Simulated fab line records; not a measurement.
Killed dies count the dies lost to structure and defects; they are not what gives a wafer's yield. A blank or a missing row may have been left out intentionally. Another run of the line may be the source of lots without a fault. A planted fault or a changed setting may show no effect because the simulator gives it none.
The tool behind it: which one? | flow n5-finfet | 14 lots, 42 wafers sampled, at 1 step of a route of 1938

WHAT THE GAUGES READ, wafer by wafer
N5_BEOL_M7_INSPECT_13: inspects for defects (brightfield). Usual: raw-defect-count at 404, with a standard deviation of 83.
lot  | measured     | on                | raw-defect-count | flag
L928 | day 9 08:23  | defect-inspect-02 | 587 407 398      |
L930 | day 9 08:43  | defect-inspect-02 | 390 478 322      |
L927 | day 9 09:22  | defect-inspect-02 | 483 498 444      |
L929 | day 9 10:08  | defect-inspect-01 | 362 466 443      |
L933 | day 10 11:14 | defect-inspect-01 | 299 336 288      |
L932 | day 10 11:34 | defect-inspect-01 | 279 476 281      |
L934 | day 10 19:58 | defect-inspect-02 | 320 366 486      |
L935 | day 11 05:37 | defect-inspect-02 | 378 503 350      |
L939 | day 11 20:20 | defect-inspect-01 | 642 438 505      |
L940 | day 12 15:41 | defect-inspect-01 | 456 467 457      |
L941 | day 12 22:05 | defect-inspect-02 | 377 469 313      |
L948 | day 14 08:49 | defect-inspect-02 | 350 517 356      |
L949 | day 14 18:52 | defect-inspect-02 | 439 437 561      |
L950 | day 15 05:14 | defect-inspect-02 | 443 522 379      |

TOOL THAT RAN EACH LOT (tool first, then ch and the chambers of the sampled wafers, then the start)
Record: no process step prior to these readings.

WHAT THE TOOLS THEMSELVES READ (means of the sampled wafers that have a number; where no wafer has one, the mark that the record gives instead)
The record holds no such reading with a usual standard deviation.

THE ANSWER, worked out from the rows above alone
Rule: lot off if the mean of its wafers having a number is beyond 3 standard deviations from the usual mean. Also off: a lot with no number at a reading for which 4 or more lots have one. Any other lot the step has rows for is counted as sound. The gauges are gone through in route order, then the tools' own readings, and for those a lot's mean is taken as printed above. The first step at which some lot is off is used, and at that step the reading that is off furthest; a lot without a number counts as furthest.
None of the lots is off at any reading shown; this tells nothing.

WHAT THE SIMULATOR HAD PUT IN
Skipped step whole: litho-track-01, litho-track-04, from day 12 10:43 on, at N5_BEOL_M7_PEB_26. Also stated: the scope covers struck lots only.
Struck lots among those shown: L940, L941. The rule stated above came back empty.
